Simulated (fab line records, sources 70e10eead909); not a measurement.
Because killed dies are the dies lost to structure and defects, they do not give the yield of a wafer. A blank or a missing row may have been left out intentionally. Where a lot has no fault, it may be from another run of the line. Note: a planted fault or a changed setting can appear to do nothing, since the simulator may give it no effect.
fab line records | flow nand-harc
[record] lots = 14 | wafers = 40 | last-day = 34
route steps=1302 shown P_BONDPAD@380 A_ZERO_WELL@411 A_ONON_D1@433
lots with no fault: from the same line, run without faults
start-h: hours from the record's opening day to when the first of the lot's shown wafers began | wait-h: how many hours have passed since the lot's step before this one | " repeats the value in the row above | L1.1+2: several wafers, shown together as one row | - no value present, or no start provided | * or withheld: withheld | < > ~ a bound
route shown NAME@n: NAME is a module with steps in the file, n the number in the route of the first one | usual: mean/standard deviation taken from wafers without a fault | same: alike in all rows | chamber/n: place in a boat | sites: readings site by site | _std_site: standard deviation of those values | _edge_site: mean of outer sites minus mean of inner sites | radius-mm: how far each site lies from the wafer's centre | mask NAME#n: copy n | behind: the last tool/chamber to shape the wafer | hold: cause of the lot's hold/its duration in hours/its outcome | device: names the non-switching transistor (n, p or np) | end of line: tests of these same wafers at the route's end | step lacking rows: just its recipe | killed: at the first sort, the dies lost to defects and structure; wafer yield is something else | map: the dies of a wafer, with x for killed, . for not killed, _ for no die there
set.NAME: the setting that was run; set.NAME@STEP: the one run at that earlier step | model.NAME: the simulator's own value behind a step, which no gauge read
the route's steps for a sample of lots (tables are steps, rows are wafers)
services: the hour from which a tool's chamber was out of use, counted from the record's first day as start-h (under 0 if before that day), plus the number of hours and why
[[steps]]
[step NHARC_P_BONDPAD_CMP_19]
[recipe] t-overpolish-s = 30 | cu-recess-touch-s = 16 | target-thk-nm = 160.81
[usual] motor-current-A = 12.3/0.95 | overpolish-run-s = 30.000/0.0094
lot.wafer | tool   | chamber | start-h | wait-h | motor-current-A | overpolish-run-s
L754.2    | cmp-03 | 2       | 141.99  | -      | 12.8            | 30.002
L754.4    | "      | 3       | "       | "      | 11.6            | 30.001
L754.6    | "      | 3       | "       | "      | 11.4            | 29.999
L755.2    | cmp-01 | 3       | 142.57  | -      | 12.1            | 29.999
L755.4    | "      | 0       | "       | "      | 13.3            | 30.003
L755.6    | "      | 2       | "       | "      | 13.1            | 30.011
L756.4    | cmp-01 | 0       | 153.98  | -      | 13.0            | 29.999
L756.3    | "      | 2       | "       | "      | 12.6            | 29.999
L756.1    | "      | 3       | "       | "      | 12.3            | 30.009
L757.2    | cmp-01 | 1       | 167.51  | -      | 12.9            | 29.986
L757.4    | "      | 2       | "       | "      | 12.9            | 30.006
L757.1    | "      | 3       | "       | "      | 13.4            | 30.016
L758.1    | cmp-02 | 3       | 178.62  | -      | 12.6            | 29.989
L758.4    | "      | 2       | "       | "      | 12.9            | 30.005
L758.6    | "      | 0       | "       | "      | 12.0            | 30.006
L759.2    | cmp-02 | 1       | 185.80  | -      | 11.1            | 30.003
L759.1    | "      | 3       | "       | "      | 11.9            | 29.996
L759.6    | "      | 2       | "       | "      | 13.6            | 30.018
L760.1    | cmp-02 | 3       | 201.52  | -      | 12.4            | 30.021
L760.4    | "      | 0       | "       | "      | 11.7            | 30.020
L760.6    | "      | 1       | "       | "      | 10.4            | 30.000
L761.2    | cmp-02 | 1       | 209.95  | -      | 10.8            | 29.989
L761.4    | "      | 3       | "       | "      | 12.2            | 30.006
L761.6    | "      | 1       | "       | "      | 11.2            | 30.007
L762.4    | cmp-02 | 0       | 216.47  | -      | 11.6            | 29.996
L762.1    | "      | 2       | "       | "      | 13.1            | 30.011
L762.5    | "      | 3       | "       | "      | 12.6            | 29.997
L772.3    | cmp-02 | 0       | 326.12  | -      | 11.7            | 30.013
L772.4    | "      | 1       | "       | "      | 10.4            | 30.001
L772.6    | "      | 1       | "       | "      | 10.8            | 30.016
L773.4    | cmp-03 | 3       | 333.64  | -      | 11.7            | 30.004
L775.2    | cmp-02 | 1       | 349.88  | -      | 10.5            | 30.007
L775.3    | "      | 2       | "       | "      | 13.2            | 30.003
L775.1    | "      | 3       | "       | "      | 12.8            | 30.001
L776.2    | cmp-02 | 1       | 357.75  | -      | 10.8            | 30.008
L776.4    | "      | 0       | "       | "      | 12.1            | 29.991
L776.6    | "      | 2       | "       | "      | 13.3            | 29.973
L777.4    | cmp-01 | 3       | 368.86  | -      | 12.8            | 29.995
L777.6    | "      | 2       | "       | "      | 12.3            | 29.997
L777.5    | "      | 3       | "       | "      | 12.3            | 30.004
[step NHARC_A_ZERO_WELL_RTA_16]
[recipe] temp-c = 1000 | time-s = 10
[usual] lamp-power-pct = 27.8/1.9 | lamp_zone_3_pct = 27.8/1.9 | wafer_temp_C_max = 1003.3/1
[same] time-s = 10
lot.wafer | tool          | chamber | start-h | wait-h | lamp-power-pct | lamp_zone_3_pct | wafer_temp_C_max
L754.2    | rtp-anneal-01 | 0       | 145.16  | -      | 29.3           | 29.3            | 1005.3
L754.4    | "             | 0       | "       | "      | 29.3           | 29.3            | 1004.6
L754.6    | "             | 0       | "       | "      | 29.3           | 29.3            | 1004.4
L755.2    | rtp-anneal-01 | 0       | 145.71  | -      | 29.4           | 29.4            | 1005.0
L755.4    | "             | 0       | "       | "      | 29.3           | 29.3            | 1003.6
L755.6    | "             | 0       | "       | "      | 29.3           | 29.4            | 1004.8
L756.1    | rtp-anneal-01 | 0       | 156.97  | -      | 29.4           | 29.4            | 1005.6
L756.3    | "             | 0       | "       | "      | 29.4           | 29.4            | 1003.3
L756.4    | "             | 0       | "       | "      | 29.3           | 29.4            | 1003.7
L757.1    | rtp-anneal-02 | 0       | 170.49  | -      | 25.6           | 25.5            | 1001.9
L757.2    | "             | 0       | "       | "      | 25.6           | 25.6            | 1002.3
L757.4    | "             | 0       | "       | "      | 25.5           | 25.6            | 1002.0
L758.1    | rtp-anneal-02 | 0       | 181.72  | -      | 25.5           | 25.5            | 1002.2
L758.4    | "             | 0       | "       | "      | 25.5           | 25.6            | 1001.5
L758.6    | "             | 0       | "       | "      | 25.6           | 25.6            | 1002.2
L759.1    | rtp-anneal-02 | 0       | 188.89  | -      | 25.6           | 25.6            | 1003.1
L759.2    | "             | 0       | "       | "      | 25.6           | 25.5            | 1002.8
L759.6    | "             | 0       | "       | "      | 25.6           | 25.6            | 1003.3
L760.1    | rtp-anneal-01 | 0       | 204.62  | -      | 29.3           | 29.3            | 1002.1
L760.4    | "             | 0       | "       | "      | 29.4           | 29.4            | 1003.2
L760.6    | "             | 0       | "       | "      | 29.4           | 29.4            | 1004.1
L761.2    | rtp-anneal-01 | 0       | 212.96  | -      | 29.4           | 29.4            | 1002.8
L761.4    | "             | 0       | "       | "      | 29.3           | 29.4            | 1004.4
L761.6    | "             | 0       | "       | "      | 29.4           | 29.4            | 1004.4
L762.1    | rtp-anneal-02 | 0       | 219.41  | -      | 25.6           | 25.5            | 1002.8
L762.4    | "             | 0       | "       | "      | 25.5           | 25.5            | 1002.4
L762.5    | "             | 0       | "       | "      | 25.5           | 25.5            | 1004.3
L772.3    | rtp-anneal-02 | 0       | 329.36  | -      | 25.5           | 25.6            | 1002.7
L772.4    | "             | 0       | "       | "      | 25.6           | 25.6            | 1002.6
L772.6    | "             | 0       | "       | "      | 25.6           | 25.6            | 1002.5
L773.4    | rtp-anneal-02 | 0       | 336.93  | -      | 25.6           | 25.5            | 1003.1
L775.1    | rtp-anneal-01 | 0       | 353.12  | -      | 29.4           | 29.4            | 1004.0
L775.2    | "             | 0       | "       | "      | 29.4           | 29.4            | 1003.8
L775.3    | "             | 0       | "       | "      | 29.3           | 29.3            | 1004.1
L776.2    | rtp-anneal-01 | 0       | 360.75  | -      | 29.4           | 29.3            | 1004.2
L776.4    | "             | 0       | "       | "      | 29.3           | 29.3            | 1003.5
L776.6    | "             | 0       | "       | "      | 29.3           | 29.3            | 1004.2
L777.4    | rtp-anneal-01 | 0       | 372.13  | -      | 29.3           | 29.3            | 1002.5
L777.5    | "             | 0       | "       | "      | 29.3           | 29.3            | 1004.8
L777.6    | "             | 0       | "       | "      | 29.4           | 29.3            | 1003.6
[step NHARC_A_ONON_D1_THK_MEAS_14]
[recipe] thk-meas-gauge = ellipsometry
[usual] thk-nm = 1004/8.6
lot.wafer | tool          | chamber | start-h | wait-h | thk-nm
L755.2    | film-metro-01 | -       | 168.11  | -      | 996
L755.4    | "             | -       | "       | "      | 997
L755.6    | "             | -       | "       | "      | 998
L754.2    | film-metro-01 | -       | 168.12  | -      | 999
L754.4    | "             | -       | "       | "      | 998
L754.6    | "             | -       | "       | "      | 997
L756.1    | film-metro-01 | -       | 182.15  | -      | 1008
L756.3    | "             | -       | "       | "      | 1009
L756.4    | "             | -       | "       | "      | 1009
L757.1    | film-metro-01 | -       | 193.97  | -      | 991
L757.2    | "             | -       | "       | "      | 995
L757.4    | "             | -       | "       | "      | 993
L758.1    | film-metro-01 | -       | 205.80  | -      | 1003
L758.4    | "             | -       | "       | "      | 1005
L758.6    | "             | -       | "       | "      | 1005
L759.1    | film-metro-01 | -       | 213.77  | -      | 1001
L759.2    | "             | -       | "       | "      | 1001
L759.6    | "             | -       | "       | "      | 1002
L760.1    | film-metro-01 | -       | 229.67  | -      | 1011
L760.4    | "             | -       | "       | "      | 1009
L760.6    | "             | -       | "       | "      | 1010
L761.2    | film-metro-01 | -       | 236.44  | -      | 1000
L761.4    | "             | -       | "       | "      | 1001
L761.6    | "             | -       | "       | "      | 1001
L762.1    | film-metro-02 | -       | 248.13  | -      | 991
L762.4    | "             | -       | "       | "      | 994
L762.5    | "             | -       | "       | "      | 993
L772.3    | film-metro-01 | -       | 351.97  | -      | 1016
L772.4    | "             | -       | "       | "      | 1014
L772.6    | "             | -       | "       | "      | 1016
L773.4    | film-metro-01 | -       | 359.87  | -      | 1009
L775.1    | film-metro-01 | -       | 376.21  | -      | 1015
L775.2    | "             | -       | "       | "      | 1012
L775.3    | "             | -       | "       | "      | 1014
L776.2    | film-metro-01 | -       | 385.81  | -      | 1004
L776.4    | "             | -       | "       | "      | 1006
L776.6    | "             | -       | "       | "      | 1006
L777.4    | film-metro-01 | -       | 395.30  | -      | 996
L777.5    | "             | -       | "       | "      | 996
L777.6    | "             | -       | "       | "      | 997
[step NHARC_A_ONON_D1_DEP_19]
[recipe] target-thk-a = 10000 | n2-flow-sccm = 2750 | n2o-flow-sccm = 2000 | nh3-flow-sccm = 500 | sih4-flow-sccm = 210 | temp-c = 400
lot.wafer  | tool          | chamber | start-h | wait-h
L755.2+4+6 | pecvd-onon-02 | 0       | 176.04  | 0.1
L754.2+4+6 | pecvd-onon-03 | 0       | 176.05  | 0.1
L756.1+3+4 | pecvd-onon-04 | 0       | 190.28  | 0.1
L757.1+2+4 | pecvd-onon-03 | 0       | 202.17  | 0.1
L758.1+4+6 | pecvd-onon-02 | 0       | 213.49  | 0.1
L759.1+2+6 | pecvd-onon-04 | 0       | 221.62  | 0.1
L760.1+4+6 | pecvd-onon-04 | 0       | 238.05  | 0.1
L761.2+4+6 | pecvd-onon-04 | 0       | 245.95  | 0.1
L762.1+4+5 | pecvd-onon-04 | 0       | 256.24  | 0.1
L772.3+4+6 | pecvd-onon-04 | 0       | 360.61  | 0.2
L773.4     | pecvd-onon-04 | 0       | 369.31  | 0.2
L775.1+2+3 | pecvd-onon-03 | 0       | 385.86  | 0.1
L776.2+4+6 | pecvd-onon-02 | 0       | 393.75  | 0.1
L777.4+5+6 | pecvd-onon-03 | 0       | 403.69  | 0.2
[step NHARC_A_ONON_D1_THK_MEAS_21]
[recipe] thk-meas-gauge = ellipsometry
[usual] thk-nm = 1002/9.5
lot.wafer | tool          | chamber | start-h | wait-h | hold                     | thk-nm
L755.2    | film-metro-02 | -       | 176.49  | -      | -                        | 1000
L755.4    | "             | -       | "       | "      | -                        | 999
L755.6    | "             | -       | "       | "      | -                        | 1001
L754.2    | film-metro-01 | -       | 176.50  | -      | -                        | 1000
L754.4    | "             | -       | "       | "      | -                        | 1001
L754.6    | "             | -       | "       | "      | -                        | 1001
L756.1    | film-metro-02 | -       | 190.79  | -      | -                        | 990
L756.3    | "             | -       | "       | "      | -                        | 991
L756.4    | "             | -       | "       | "      | -                        | 990
L757.1    | film-metro-02 | -       | 202.68  | -      | -                        | 1001
L757.2    | "             | -       | "       | "      | -                        | 1001
L757.4    | "             | -       | "       | "      | -                        | 1001
L758.1    | film-metro-02 | -       | 213.99  | -      | -                        | 1001
L758.4    | "             | -       | "       | "      | -                        | 1004
L758.6    | "             | -       | "       | "      | -                        | 1001
L759.1    | film-metro-02 | -       | 222.14  | -      | -                        | 1018
L759.2    | "             | -       | "       | "      | -                        | 1017
L759.6    | "             | -       | "       | "      | -                        | 1017
L760.1    | film-metro-01 | -       | 238.56  | -      | -                        | 1008
L760.4    | "             | -       | "       | "      | -                        | 1006
L760.6    | "             | -       | "       | "      | -                        | 1007
L761.2    | film-metro-02 | -       | 246.40  | -      | -                        | 1007
L761.4    | "             | -       | "       | "      | -                        | 1005
L761.6    | "             | -       | "       | "      | -                        | 1007
L762.1    | film-metro-01 | -       | 256.75  | -      | -                        | 1013
L762.4    | "             | -       | "       | "      | -                        | 1014
L762.5    | "             | -       | "       | "      | -                        | 1015
L772.3    | film-metro-01 | -       | 361.00  | -      | await-dispo/0.2h/release | 1562
L772.4    | "             | -       | "       | "      | await-dispo/0.2h/release | 1561
L772.6    | "             | -       | "       | "      | await-dispo/0.2h/release | 1562
L772.3    | film-metro-01 | -       | 361.17  | 0.2    | -                        | 1561
L772.4    | "             | -       | "       | "      | -                        | 1564
L772.6    | "             | -       | "       | "      | -                        | 1563
L773.4    | film-metro-01 | -       | 369.65  | -      | await-dispo/0.2h/release | 1575
L773.4    | film-metro-01 | -       | 369.82  | 0.2    | -                        | 1575
L775.1    | film-metro-01 | -       | 386.38  | -      | -                        | 1015
L775.2    | "             | -       | "       | "      | -                        | 1017
L775.3    | "             | -       | "       | "      | -                        | 1017
L776.2    | film-metro-02 | -       | 394.20  | -      | -                        | 1008
L776.4    | "             | -       | "       | "      | -                        | 1008
L776.6    | "             | -       | "       | "      | -                        | 1007
L777.4    | film-metro-01 | -       | 404.02  | -      | -                        | 990
L777.5    | "             | -       | "       | "      | -                        | 990
L777.6    | "             | -       | "       | "      | -                        | 991
[[services]]
tool          | chamber | start-h | hours | kind
pecvd-onon-04 | -       | 130.39  | 13.0  | pm
cmp-02        | -       | 138.21  | 4.0   | pm
cmp-01        | -       | 172.94  | 1.0   | repair
cmp-02        | -       | 175.18  | 2.0   | repair
pecvd-onon-02 | -       | 185.00  | 13.0  | pm
cmp-01        | -       | 185.50  | 4.0   | pm
cmp-02        | -       | 204.16  | 0.6   | repair
pecvd-onon-03 | -       | 227.24  | 13.0  | pm
cmp-02        | -       | 236.21  | 4.0   | pm
cmp-01        | -       | 242.99  | 1.1   | repair
cmp-02        | -       | 261.00  | 1.1   | repair
cmp-01        | -       | 275.61  | 1.7   | repair
cmp-01        | -       | 283.50  | 4.0   | pm
cmp-02        | -       | 291.72  | 2.4   | repair
pecvd-onon-04 | -       | 311.39  | 13.0  | pm
cmp-01        | -       | 316.63  | 0.6   | repair
cmp-01        | -       | 317.91  | 1.1   | repair
cmp-02        | -       | 334.21  | 4.0   | pm
cmp-01        | -       | 353.99  | 0.6   | repair
pecvd-onon-02 | -       | 366.00  | 13.0  | pm
cmp-02        | -       | 372.12  | 0.4   | repair
rtp-anneal-01 | -       | 372.47  | 12.0  | pm
cmp-01        | -       | 381.50  | 4.0   | pm
cmp-02        | -       | 402.11  | 6.8   | repair
[[key]]
[first-sign] step = NHARC_A_ONON_D1_THK_MEAS_21 | reading = visit | direction = added
[effect] step = NHARC_A_ONON_D1_THK_MEAS_21 | reading = thk-nm | direction = up | sigmas = 59 | usual = 1002 | struck = 1565
met-at NHARC_A_ONON_D1_DEP_19
struck-lots L772,L773
struck-wafers L772.3,L772.4,L772.6,L773.4
later-rows-left-out L772.3,L772.4,L772.6,L773.4
sort-left-out L772.3,L772.4,L772.6,L773.4
tester-left-out L772,L773
not-acting-at NHARC_P_BONDPAD_CMP_19,NHARC_A_ZERO_WELL_RTA_16,NHARC_A_ONON_D1_THK_MEAS_14
onset-between 256.24 360.61
[fault] kind = process-parameter-drift | tool = pecvd-onon-04 | chamber = - | onset-h = 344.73 | steps = NHARC_A_ONON_D1_DEP_19 | channel = target-thk-a | offset = * | shape = step | end-h = 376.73 | scope = struck-wafers-only | acts-in = * | stated = *
// tester-left-out: of these lots the tester's yield and bins aren't shown, on N5 and GAA mostly nor the transistor test; their killed dies are dies lost to structure and defects alone, not to doping, threshold or leakage, so they don't give the yield
// sort-left-out: the simulated sort isn't trusted on such a fault, so these wafers' sort isn't shown, and their yield isn't known
// later-rows-left-out: the simulator's readings of these wafers behind a module that went badly wrong aren't trusted and aren't shown, but for the sort
